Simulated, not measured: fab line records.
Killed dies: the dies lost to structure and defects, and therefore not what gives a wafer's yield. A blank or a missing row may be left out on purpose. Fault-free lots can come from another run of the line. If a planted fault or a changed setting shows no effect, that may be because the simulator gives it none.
fab line records -- flow nand-harc
[record] lots = 5, wafers = 15, last-day = 32
route steps=1302 shown A_DECK1_JOINT@518 A_ONON_D2@545 END@1302
lots with no fault: from the same line, run without faults
start-h: start of the lot's first displayed wafer, in hours after the record's first day -- wait-h: time in hours since the lot's previous step -- " identical to the entry in the row above -- L1.1+2: several wafers, shown together as one row -- - no value, or no start given -- * or withheld: withheld -- < > ~ a bound
route shown NAME@n: a module of which the file shows steps, and the number in the route of the first -- usual: mean/standard deviation taken from wafers without a fault -- same: alike in all rows -- chamber/n: place in a boat -- sites: readings site by site -- _std_site: the values' standard deviation -- _edge_site: the outer-site mean with the inner-site mean subtracted -- radius-mm: how far each site lies from the wafer's centre -- mask NAME#n: copy n -- behind: the most recent tool/chamber to have shaped the wafer -- hold: why the lot went on hold/how many hours it stayed there/how the hold came to an end -- device: the transistor (n, p or np) that didn't switch -- end of line: tests run on the same wafers once the route is complete -- where a step has no rows: the recipe by itself -- killed: dies that structure and defects cost at the first sort, which is not the same as the wafer's yield -- map: a wafer's dies, x killed, . not, _ none there
set.NAME: the setting as run; set.NAME@STEP: as run at that earlier step -- model.NAME: the simulator's own value behind a step, which no gauge read
certain route steps with their lots: each step a table, each wafer a row
services: when a tool's chamber went out of use (start-h, in hours from the record's first day, below 0 if earlier), for how many hours, and the reason
[[steps]]
[step NHARC_A_DECK1_JOINT_ETCHBACK_07]
[recipe] target-depth-a = 1050, time-s = 26.9, hbr-flow-sccm = 150, rf-w = 350, icp-w = 350, bias-w = 60, chemistry = HBr
[usual] drypump-motor-current-A = 5.7/0.35, oes-product-au = 1.000/0.0083, throttle-valve-pct = 23.265/0.0084
lot.wafer,tool,chamber,start-h,wait-h,drypump-motor-current-A,oes-product-au,rf-hours-counter-h,throttle-valve-pct
L177.2,rie-si-03,3,236.64,0.1,5.6,1.014,0.0,23.258
L177.3,rie-si-03,2,236.64,0.1,5.7,1.012,0.0,23.264
L177.6,rie-si-03,0,236.64,0.1,5.6,1.000,-,23.269
L184.3,rie-si-03,2,312.05,0.1,5.7,1.007,0.4,23.259
L184.6,rie-si-03,1,312.05,0.1,5.6,1.003,-,23.276
L184.5,rie-si-03,2,312.05,0.1,5.7,1.000,-,23.262
L186.2,rie-si-03,3,328.47,0.1,5.6,0.996,0.6,23.268
L186.4,rie-si-03,2,328.47,0.1,5.7,1.000,0.5,23.275
L186.6,rie-si-03,3,328.47,0.1,5.6,1.009,-,23.268
L189.1,rie-si-03,1,375.27,0.1,5.6,0.994,0.8,23.260
L189.3,rie-si-03,2,375.27,0.1,5.7,0.996,0.8,23.277
L189.6,rie-si-03,1,375.27,0.1,5.6,0.993,-,23.269
L195.2,rie-si-01,3,432.87,0.1,6.5,1.002,0.5,23.272
L195.4,rie-si-01,0,432.87,0.1,6.2,0.995,0.5,23.264
L195.1,rie-si-01,2,432.87,0.1,5.5,0.982,0.3,23.256
[step NHARC_A_DECK1_JOINT_ETCH_25]
[recipe] target-depth-a = 5, chemistry = dHF, material = SiO2
[step NHARC_A_DECK1_JOINT_ETCH_19]
[recipe] temp-c = 25, target-depth-a = 30, chemistry = TMAH, material = poly-Si
[step NHARC_A_DECK1_JOINT_ETCH_18]
[recipe] target-depth-a = 30, chemistry = dHF, material = SiO2
[step NHARC_A_DECK1_JOINT_WET_08]
[recipe] temp-c = 160, time-s = 86, chemistry = H3PO4
[step NHARC_A_DECK1_JOINT_ETCH_09]
[recipe] target-depth-a = 50, chemistry = dHF, material = SiO2
[step NHARC_A_DECK1_JOINT_WET_10]
[recipe] temp-c = 160, time-s = 86, chemistry = H3PO4
[step NHARC_A_DECK1_JOINT_ETCH_11]
[recipe] target-depth-a = 350, chemistry = dHF, material = SiO2
[step NHARC_A_DECK1_JOINT_CVD_12]
[recipe] target-thk-a = 900, temp-c = 620, pressure-mtorr = 200, time-s = 1800, material = poly-Si
[step NHARC_A_DECK1_JOINT_CMP_13]
[recipe] target-thk-nm = 51.023
[usual] edge-zone-pressure-frac = 1.000/0.005, motor-current-A = 12.1/1.2, slurry-flow-ml-min = 150.0/0.47, time-to-endpoint-s = 8.5/2.1
lot.wafer,tool,chamber,start-h,wait-h,edge-zone-pressure-frac,motor-current-A,slurry-flow-ml-min,time-to-endpoint-s
L177.3,cmp-03,3,246.98,0.4,0.997,11.8,149.8,12.7
L177.2,cmp-03,0,246.98,0.4,0.996,10.4,150.4,11.2
L177.6,cmp-03,1,246.98,0.4,1.000,10.2,150.7,13.5
L184.3,cmp-03,0,323.42,0.4,0.997,10.5,149.6,5.1
L184.6,cmp-03,3,323.42,0.4,1.004,11.2,150.1,6.8
L184.5,cmp-03,0,323.42,0.4,1.002,9.8,150.0,6.2
L186.4,cmp-03,3,338.71,0.4,0.997,11.5,149.9,7.0
L186.2,cmp-03,0,338.71,0.4,1.008,10.2,150.3,5.5
L186.6,cmp-03,0,338.71,0.4,1.009,10.4,150.3,6.8
L189.1,cmp-04,1,385.62,0.4,1.000,12.8,149.5,8.4
L189.3,cmp-04,3,385.62,0.4,1.000,11.7,149.7,7.8
L189.6,cmp-04,2,385.62,0.4,0.995,11.7,150.1,9.1
L195.2,cmp-01,1,443.20,0.4,0.999,14.0,150.1,7.0
L195.1,cmp-01,2,443.20,0.4,1.001,12.8,150.1,8.6
L195.4,cmp-01,0,443.20,0.4,1.007,13.0,150.0,7.5
[step NHARC_A_DECK1_JOINT_THK_MEAS_14]
[recipe] thk-meas-gauge = ellipsometry
[usual] thk-nm = 50.9/1.4
lot.wafer,tool,chamber,start-h,wait-h,thk-nm
L177.2,film-metro-01,-,247.18,0.2,49.8
L177.3,film-metro-01,-,247.18,0.2,51.2
L177.6,film-metro-01,-,247.18,0.2,51.8
L184.3,film-metro-01,-,323.66,0.2,50.1
L184.5,film-metro-01,-,323.66,0.2,48.8
L184.6,film-metro-01,-,323.66,0.2,49.8
L186.2,film-metro-02,-,338.96,0.2,53.4
L186.4,film-metro-02,-,338.96,0.2,50.6
L186.6,film-metro-02,-,338.96,0.2,49.5
L189.1,film-metro-01,-,385.88,0.2,49.8
L189.3,film-metro-01,-,385.88,0.2,51.9
L189.6,film-metro-01,-,385.88,0.2,53.5
L195.1,film-metro-02,-,443.46,0.2,52.1
L195.2,film-metro-02,-,443.46,0.2,52.3
L195.4,film-metro-02,-,443.46,0.2,50.5
[step NHARC_A_DECK1_JOINT_SRD_04]
[step NHARC_A_DECK1_JOINT_ETCHBACK_00]
[recipe] target-depth-a = 300, time-s = 17.4, hbr-flow-sccm = 150, rf-w = 350, icp-w = 350, bias-w = 60, chemistry = HBr
[usual] drypump-motor-current-A = 5.7/0.37, oes-product-au = 0.998/0.0081, throttle-valve-pct = 23.267/0.0093
lot.wafer,tool,chamber,start-h,wait-h,drypump-motor-current-A,oes-product-au,rf-hours-counter-h,throttle-valve-pct
L177.2,rie-si-03,0,247.31,0.1,5.6,1.007,0.1,23.272
L177.3,rie-si-03,3,247.31,0.1,5.6,0.995,0.1,23.272
L177.6,rie-si-03,0,247.31,0.1,5.6,1.006,-,23.259
L184.3,rie-si-03,2,323.78,0.1,5.7,1.014,0.5,23.272
L184.6,rie-si-03,2,323.78,0.1,5.7,0.995,-,23.265
L184.5,rie-si-03,3,323.78,0.1,5.6,1.000,-,23.273
L186.2,rie-si-04,2,339.13,0.1,5.9,1.003,1.2,23.263
L186.6,rie-si-04,1,339.13,0.1,6.1,1.003,-,23.275
L186.4,rie-si-04,2,339.13,0.1,5.9,1.007,-,23.265
L189.1,rie-si-01,3,386.02,0.1,6.6,1.000,0.0,23.270
L189.3,rie-si-01,1,386.02,0.1,5.3,0.991,0.0,23.276
L189.6,rie-si-01,2,386.02,0.1,5.4,0.991,-,23.276
L195.1,rie-si-04,0,443.61,0.1,5.1,1.011,0.6,23.263
L195.2,rie-si-04,2,443.61,0.1,5.8,1.020,0.6,23.259
L195.4,rie-si-04,3,443.61,0.1,6.0,1.003,0.6,23.259
[step NHARC_A_DECK1_JOINT_PRECLEAN_30]
[recipe] time-s = *, temp-c = 50, bath-age-min = 0, chemistry = SC1
[step NHARC_A_DECK1_JOINT_SRD_31]
[step NHARC_A_DECK1_JOINT_CVD_34]
[recipe] target-thk-a = 200, temp-c = 700, pressure-mtorr = 300, material = SiNx
[step NHARC_A_DECK1_JOINT_DEP_06]
[recipe] target-thk-a = 800, temp-c = 65, material = SiOx
[step NHARC_A_DECK1_JOINT_CURE_26]
[recipe] temp-c = 150, time-s = 32, pressure-atm = 0.395
[step NHARC_A_DECK1_JOINT_ANNEAL_27]
[recipe] temp-c = 400, time-s = 3600, idle-temp-c = 300, ramp-up-c-per-min = 10, densification-p-h2o-torr = 640
[step NHARC_A_DECK1_JOINT_ANNEAL_28]
[recipe] temp-c = 500, time-s = 1800, idle-temp-c = 400, ramp-up-c-per-min = 10, densification-p-h2o-torr = 640
[step NHARC_A_DECK1_JOINT_ANNEAL_29]
[recipe] temp-c = 750, time-s = 1800, idle-temp-c = 500, ramp-up-c-per-min = 10, ramp-down-c-per-min = 3
[step NHARC_A_DECK1_JOINT_CMP_02]
[recipe] material = SiOx
[usual] edge-zone-pressure-frac = 1.000/0.0048, motor-current-A = 12.0/1.2, slurry-flow-ml-min = 150.0/0.44
lot.wafer,tool,chamber,start-h,wait-h,edge-zone-pressure-frac,motor-current-A,slurry-flow-ml-min
L177.2,cmp-01,2,273.62,0.4,0.996,12.9,150.2
L177.3,cmp-01,3,273.62,0.4,0.999,12.0,149.8
L177.6,cmp-01,1,273.62,0.4,1.004,14.1,150.6
L184.3,cmp-01,2,344.88,0.4,1.000,13.1,150.4
L184.5,cmp-01,0,344.88,0.4,1.006,13.4,149.8
L184.6,cmp-01,1,344.88,0.4,1.007,13.8,149.2
L186.2,cmp-03,2,356.41,0.4,1.001,11.6,149.9
L186.4,cmp-03,3,356.41,0.4,0.996,11.6,150.0
L186.6,cmp-03,0,356.41,0.4,0.998,9.8,149.7
L189.3,cmp-04,0,410.89,0.4,1.010,12.8,149.6
L189.1,cmp-04,1,410.89,0.4,0.991,12.1,150.5
L189.6,cmp-04,1,410.89,0.4,1.003,12.3,150.0
L195.4,cmp-03,1,469.38,0.4,0.995,10.6,150.3
L195.2,cmp-03,2,469.38,0.4,0.992,10.5,149.8
L195.1,cmp-03,3,469.38,0.4,1.005,11.3,150.8
[step NHARC_A_DECK1_JOINT_SRD_15]
[step NHARC_A_DECK1_JOINT_DEP_16]
[recipe] target-thk-a = 450, temp-c = 400, pressure-torr = 6.5, rf-w = 900, teos-flow-sccm = 161.4, flow-sccm = 2650, target-thk-nm = 45, gas = O2, material = SiO2
[usual] heater-power-w = 603/120, throttle-valve-pct = 16.0/0.71
lot.wafer,tool,chamber,start-h,wait-h,heater-power-w,throttle-valve-pct
L177.3,pecvd-02,1,273.98,0.1,584,15.7
L177.2,pecvd-02,2,273.98,0.1,650,16.3
L177.6,pecvd-02,1,273.98,0.1,573,15.6
L184.3,pecvd-01,0,345.28,0.1,774,15.1
L184.5,pecvd-01,2,345.28,0.1,539,17.3
L184.6,pecvd-01,0,345.28,0.1,808,15.1
L186.2,pecvd-03,0,356.83,0.1,550,15.8
L186.6,pecvd-03,1,356.83,0.1,523,15.9
L186.4,pecvd-03,2,356.83,0.1,457,16.8
L189.1,pecvd-03,0,411.28,0.1,559,15.3
L189.3,pecvd-03,1,411.28,0.1,604,15.7
L189.6,pecvd-03,0,411.28,0.1,574,15.3
L195.1,pecvd-02,1,469.74,0.1,547,15.6
L195.2,pecvd-02,2,469.74,0.1,618,16.5
L195.4,pecvd-02,2,469.74,0.1,618,16.5
[step NHARC_A_DECK1_JOINT_THK_MEAS_17]
[recipe] thk-meas-gauge = ellipsometry
[usual] thk-nm = 45.1/1.2
lot.wafer,tool,chamber,start-h,wait-h,thk-nm
L177.2,film-metro-01,-,274.24,0.2,45.0
L177.3,film-metro-01,-,274.24,0.2,43.3
L177.6,film-metro-01,-,274.24,0.2,46.9
L184.3,film-metro-01,-,345.50,0.2,44.3
L184.5,film-metro-01,-,345.50,0.2,46.4
L184.6,film-metro-01,-,345.50,0.2,46.5
L186.2,film-metro-02,-,357.06,0.2,43.2
L186.4,film-metro-02,-,357.06,0.2,45.9
L186.6,film-metro-02,-,357.06,0.2,45.7
L189.1,film-metro-01,-,411.56,0.3,44.6
L189.3,film-metro-01,-,411.56,0.3,46.3
L189.6,film-metro-01,-,411.56,0.3,44.9
L195.1,film-metro-01,-,470.02,0.3,44.8
L195.2,film-metro-01,-,470.02,0.3,44.4
L195.4,film-metro-01,-,470.02,0.3,46.8
[step NHARC_A_ONON_D2_DEP_00]
[recipe] target-thk-a = 10000, n2-flow-sccm = 2750, n2o-flow-sccm = 2000, nh3-flow-sccm = 500, sih4-flow-sccm = 210, temp-c = 400
[step NHARC_A_ONON_D2_THK_MEAS_02]
[recipe] thk-meas-gauge = ellipsometry
[usual] thk-nm = 1001/8.5
lot.wafer,tool,chamber,start-h,wait-h,thk-nm
L177.2,film-metro-01,-,274.84,-,1008
L177.3,film-metro-01,-,274.84,-,1010
L177.6,film-metro-01,-,274.84,-,1006
L184.3,film-metro-01,-,346.12,-,992
L184.5,film-metro-01,-,346.12,-,991
L184.6,film-metro-01,-,346.12,-,991
L186.2,film-metro-02,-,357.66,-,1018
L186.4,film-metro-02,-,357.66,-,1015
L186.6,film-metro-02,-,357.66,-,1017
L189.1,film-metro-01,-,412.17,-,997
L189.3,film-metro-01,-,412.17,-,997
L189.6,film-metro-01,-,412.17,-,996
L195.1,film-metro-01,-,470.63,-,998
L195.2,film-metro-01,-,470.63,-,998
L195.4,film-metro-01,-,470.63,-,998
[step NHARC_A_ONON_D2_DEP_03]
[recipe] target-thk-a = 10000, n2-flow-sccm = 2750, n2o-flow-sccm = 2000, nh3-flow-sccm = 500, sih4-flow-sccm = 210, temp-c = 400
[step NHARC_A_ONON_D2_THK_MEAS_05]
[recipe] thk-meas-gauge = ellipsometry
[usual] thk-nm = 1001/8.5
lot.wafer,tool,chamber,start-h,wait-h,thk-nm
L177.2,film-metro-01,-,275.41,-,1011
L177.3,film-metro-01,-,275.41,-,1012
L177.6,film-metro-01,-,275.41,-,1011
L184.3,film-metro-02,-,346.68,-,992
L184.5,film-metro-02,-,346.68,-,992
L184.6,film-metro-02,-,346.68,-,993
L186.2,film-metro-01,-,358.23,-,993
L186.4,film-metro-01,-,358.23,-,994
L186.6,film-metro-01,-,358.23,-,992
L189.1,film-metro-02,-,412.74,-,1003
L189.3,film-metro-02,-,412.74,-,1002
L189.6,film-metro-02,-,412.74,-,1004
L195.1,film-metro-02,-,471.20,-,1016
L195.2,film-metro-02,-,471.20,-,1015
L195.4,film-metro-02,-,471.20,-,1015
[step NHARC_A_ONON_D2_DEP_06]
[recipe] target-thk-a = 10000, n2-flow-sccm = 2750, n2o-flow-sccm = 2000, nh3-flow-sccm = 500, sih4-flow-sccm = 210, temp-c = 400
[step NHARC_A_ONON_D2_THK_MEAS_08]
[recipe] thk-meas-gauge = ellipsometry
[usual] thk-nm = 998/11
lot.wafer,tool,chamber,start-h,wait-h,thk-nm
L177.2,film-metro-01,-,275.98,-,997
L177.3,film-metro-01,-,275.98,-,998
L177.6,film-metro-01,-,275.98,-,999
L184.3,film-metro-02,-,347.25,-,1003
L184.5,film-metro-02,-,347.25,-,1001
L184.6,film-metro-02,-,347.25,-,1000
L186.2,film-metro-02,-,358.91,-,1006
L186.4,film-metro-02,-,358.91,-,1008
L186.6,film-metro-02,-,358.91,-,1007
L189.1,film-metro-02,-,413.31,-,996
L189.3,film-metro-02,-,413.31,-,996
L189.6,film-metro-02,-,413.31,-,995
L195.1,film-metro-01,-,471.76,-,986
L195.2,film-metro-01,-,471.76,-,985
L195.4,film-metro-01,-,471.76,-,985
[step NHARC_A_ONON_D2_DEP_09]
[recipe] target-thk-a = 10000, n2-flow-sccm = 2750, n2o-flow-sccm = 2000, nh3-flow-sccm = 500, sih4-flow-sccm = 210, temp-c = 400
[step NHARC_A_ONON_D2_THK_MEAS_11]
[recipe] thk-meas-gauge = ellipsometry
[usual] thk-nm = 999/9.7
lot.wafer,tool,chamber,start-h,wait-h,thk-nm
L177.2,film-metro-01,-,276.55,-,1000
L177.3,film-metro-01,-,276.55,-,999
L177.6,film-metro-01,-,276.55,-,1000
L184.3,film-metro-01,-,347.81,-,988
L184.5,film-metro-01,-,347.81,-,987
L184.6,film-metro-01,-,347.81,-,987
L186.2,film-metro-02,-,359.47,-,994
L186.4,film-metro-02,-,359.47,-,993
L186.6,film-metro-02,-,359.47,-,995
L189.1,film-metro-01,-,413.87,-,997
L189.3,film-metro-01,-,413.87,-,997
L189.6,film-metro-01,-,413.87,-,996
L195.1,film-metro-02,-,472.34,-,1000
L195.2,film-metro-02,-,472.34,-,1002
L195.4,film-metro-02,-,472.34,-,1003
[step NHARC_A_ONON_D2_DEP_12]
[recipe] target-thk-a = 10000, n2-flow-sccm = 2750, n2o-flow-sccm = 2000, nh3-flow-sccm = 500, sih4-flow-sccm = 210, temp-c = 400
[step NHARC_A_ONON_D2_THK_MEAS_14]
[recipe] thk-meas-gauge = ellipsometry
[usual] thk-nm = 1002/7.8
lot.wafer,tool,chamber,start-h,wait-h,thk-nm
L177.2,film-metro-01,-,277.11,-,1008
L177.3,film-metro-01,-,277.11,-,1006
L177.6,film-metro-01,-,277.11,-,1006
L184.3,film-metro-01,-,348.38,-,1022
L184.5,film-metro-01,-,348.38,-,1020
L184.6,film-metro-01,-,348.38,-,1020
L186.2,film-metro-02,-,360.04,-,999
L186.4,film-metro-02,-,360.04,-,999
L186.6,film-metro-02,-,360.04,-,999
L189.1,film-metro-01,-,414.44,-,996
L189.3,film-metro-01,-,414.44,-,995
L189.6,film-metro-01,-,414.44,-,997
L195.1,film-metro-02,-,472.90,-,997
L195.2,film-metro-02,-,472.90,-,998
L195.4,film-metro-02,-,472.90,-,999
[step NHARC_A_ONON_D2_ANNEAL_15]
[recipe] temp-c = 750, time-s = 3600
[step NHARC_A_ONON_D2_DEP_16]
[recipe] target-thk-a = 10000, n2-flow-sccm = 2750, n2o-flow-sccm = 2000, nh3-flow-sccm = 500, sih4-flow-sccm = 210, temp-c = 400
[step NHARC_A_ONON_D2_THK_MEAS_18]
[recipe] thk-meas-gauge = ellipsometry
[usual] thk-nm = 1002/11
lot.wafer,tool,chamber,start-h,wait-h,thk-nm
L177.2,film-metro-01,-,285.04,-,995
L177.3,film-metro-01,-,285.04,-,993
L177.6,film-metro-01,-,285.04,-,992
L184.3,film-metro-01,-,356.15,-,1011
L184.5,film-metro-01,-,356.15,-,1011
L184.6,film-metro-01,-,356.15,-,1010
L186.2,film-metro-01,-,369.05,-,997
L186.4,film-metro-01,-,369.05,-,998
L186.6,film-metro-01,-,369.05,-,998
L189.1,film-metro-01,-,423.37,-,1025
L189.3,film-metro-01,-,423.37,-,1024
L189.6,film-metro-01,-,423.37,-,1024
L195.1,film-metro-01,-,480.23,-,975
L195.2,film-metro-01,-,480.23,-,973
L195.4,film-metro-01,-,480.23,-,975
[step NHARC_A_ONON_D2_DEP_19]
[recipe] target-thk-a = 10000, n2-flow-sccm = 2750, n2o-flow-sccm = 2000, nh3-flow-sccm = 500, sih4-flow-sccm = 210, temp-c = 400
[step NHARC_A_ONON_D2_THK_MEAS_21]
[recipe] thk-meas-gauge = ellipsometry
[usual] thk-nm = 1004/12
lot.wafer,tool,chamber,start-h,wait-h,thk-nm
L177.2,film-metro-01,-,285.61,-,995
L177.3,film-metro-01,-,285.61,-,992
L177.6,film-metro-01,-,285.61,-,992
L184.3,film-metro-02,-,356.71,-,1007
L184.5,film-metro-02,-,356.71,-,1008
L184.6,film-metro-02,-,356.71,-,1007
L186.2,film-metro-02,-,369.96,-,991
L186.4,film-metro-02,-,369.96,-,993
L186.6,film-metro-02,-,369.96,-,992
L189.1,film-metro-01,-,423.94,-,1011
L189.3,film-metro-01,-,423.94,-,1013
L189.6,film-metro-01,-,423.94,-,1012
L195.1,film-metro-02,-,480.80,-,999
L195.2,film-metro-02,-,480.80,-,1000
L195.4,film-metro-02,-,480.80,-,997
[step NHARC_END_SORT_01]
[recipe] temp-c = 25
[usual] killed-at-array = 44/16, killed-at-other = 0.6/1.1, killed-at-periphery = 3.9/2.6, killed-dies = 48/16, killed-open = 3.1/1.9, killed-short = 2.4/1.8
[same] gross-dies = 677
lot.wafer,tool,chamber,start-h,wait-h,killed-at-array,killed-at-other,killed-at-periphery,killed-dies,killed-open,killed-short
L195.1,prober-01,0,759.35,2.5,95,5,2,102,3,1
// killed by level:class
L195.1 A_DECK1_JOINT:unspecified=58 A_CHANNEL_HOLE_D1:chamber-film-flake=12 A_CHANNEL_HOLE_D2:chamber-film-flake=7 A_CONTACT:chamber-film-flake=7 THIN_TSV:chamber-film-flake=5 A_SLIT:chamber-film-flake=3 P_GATE:chamber-film-flake=2 A_WL_FILL:chamber-film-flake=2
// map L195.1 (x killed, . not)
____________.____________
_________......._________
_______..........._______
______.............______
_____..............._____
____.................____
____.......x.........____
___...................___
___...................___
__....................x__
__.......x......xx.x...__
_......x.........x..xxxx_
_....................xx._
_...............xx...x.x_
_.........x..........x.._
_......x..........x....._
........x................
......x.................x
.........x...............
.......x.................
.........................
_........x.......x.....x_
_.....................x._
_.....................x._
_.........x.........x..._
_......x........x......._
__....x................__
__...x.xx..............__
___x.xxxxxx......x....___
___xxxxxxxxx..........___
____xxxxxxxxx........____
____xxxxxxx.x........____
_____xxxxxxxx......._____
______xxxxxxx......______
_______xxxxxx....._______
_________xxxxxx._________
____________x____________
// map L186.2 (x killed, . not)
____________.____________
_________......._________
_______..........._______
______.............______
_____.............x._____
____..............x..____
____.................____
___...................___
___..x...............x___
__..................x.x__
__....x..............xx__
_..............x.....x.x_
_...................x.xx_
_..................x.x.x_
_....x.................x_
_....................x.._
.........................
.........x...............
......................x..
.........................
.........................
_....x....x.....x......._
_......................._
_................x......_
_..xx..................._
_.............x....x...._
__..x..................__
__.....x...............__
___..x................___
___...................___
____.......x.........____
____.................____
_____.....xxx......._____
______....x...x....______
_______x..xxx.x..._______
_________.xxxx.._________
____________x____________
[[services]]
tool,chamber,start-h,hours,kind
rie-si-01,3,214.41,2.2,repair
cmp-03,-,219.95,4.0,pm
rie-si-03,-,221.00,9.0,pm
cmp-03,-,225.41,1.0,repair
pecvd-02,-,227.09,13.0,pm
rie-si-04,3,239.99,2.3,repair
cmp-01,-,258.31,0.2,repair
cmp-04,-,277.64,1.3,repair
cmp-01,-,277.72,3.9,repair
cmp-01,-,283.50,4.0,pm
cmp-04,-,304.76,3.4,repair
cmp-04,-,308.20,4.0,pm
cmp-03,-,317.95,4.0,pm
rie-si-03,-,327.16,0.3,repair
rie-si-04,0,337.45,2.4,repair
rie-si-04,-,342.00,9.0,pm
rie-si-03,2,360.80,3.5,repair
cmp-01,-,381.57,4.0,pm
cmp-01,-,391.44,3.5,repair
cmp-03,-,397.17,1.9,repair
rie-si-03,-,398.00,9.0,pm
cmp-03,-,415.95,4.0,pm
cmp-01,-,451.82,1.5,repair
cmp-03,-,464.15,0.2,repair
[[key]]
[first-sign] step = NHARC_END_SORT_01, reading = killed-dies, direction = up, sigmas = 3.3, usual = 48, struck = 102
[effect] step = NHARC_END_SORT_01, reading = killed-at-array, direction = up, sigmas = 3.2, usual = 44, struck = 95
[more-kills-born-at] NHARC_A_DECK1_JOINT_ETCHBACK_00@rie-si-04 = 58
met-at NHARC_A_DECK1_JOINT_ETCHBACK_00
struck-wafers L195.1
tester-left-out L195
[fault] kind = chamber-particle-source, tool = rie-si-04, chamber = 0, onset-h = 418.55, steps = NHARC_A_DECK1_JOINT_ETCHBACK_00, rate-per-visit-cm2 = 2.2298, end-h = 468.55
// tester-left-out: of these lots the tester's yield and bins aren't shown, on N5 and GAA mostly nor the transistor test; their killed dies are dies lost to structure and defects alone, not to doping, threshold or leakage, so they don't give the yield
